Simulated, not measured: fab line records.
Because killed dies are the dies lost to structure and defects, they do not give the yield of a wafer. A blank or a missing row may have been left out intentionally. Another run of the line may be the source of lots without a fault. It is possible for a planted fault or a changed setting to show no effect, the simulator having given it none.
Chamber matching | flow n5-finfet | N5_BEOL_M0_SAQP_STRIP_75 on rie-diel-01: 4 sister chambers
The step strips in CF4. 4 wafers are shown with their chamber, then 8 later ones without.

== WAFERS WITH THEIR CHAMBER ==
wafer  | chamber | drypump-motor-current-A (A)
L078.1 | 0       | 5.6
L090.4 | 2       | 6.3
L090.6 | 3       | 5.4
L094.2 | 1       | 5.5

== WAFERS WITH NO CHAMBER GIVEN ==
wafer  | drypump-motor-current-A (A)
L094.3 | 5.4
L094.5 | 5.5
L096.2 | 5.4
L096.3 | 5.4
L096.6 | 6.3
L097.1 | 5.7
L097.3 | 5.4
L097.6 | 6.3

== WHICH CHAMBER EACH WENT THROUGH ==
wafer  | from the rows above | in truth
L094.3 | 3                   | 3
L094.5 | 1                   | 1
L096.2 | 3                   | 3
L096.3 | 3                   | 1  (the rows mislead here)
L096.6 | 2                   | 2
L097.1 | 0                   | 0
L097.3 | 3                   | 3
L097.6 | 2                   | 2
Correct placement for 7 of the 8. Number that these rows cannot place: 0. Wrongly placed: 1.
How it was worked out, from the rows above alone: a wafer's distance from a chamber is the root of the sum, over the readings, of the square of ((its reading less the chamber's mean) divided by the reading's scatter). The wafer belongs to the nearest chamber; if the next one is less than 2 further off, it can't be placed. For every chamber, the mean is computed from those of its wafers that are shown. The scatter: root of mean squared gap, hidden wafer to nearest shown wafer, with one shown wafer a chamber.
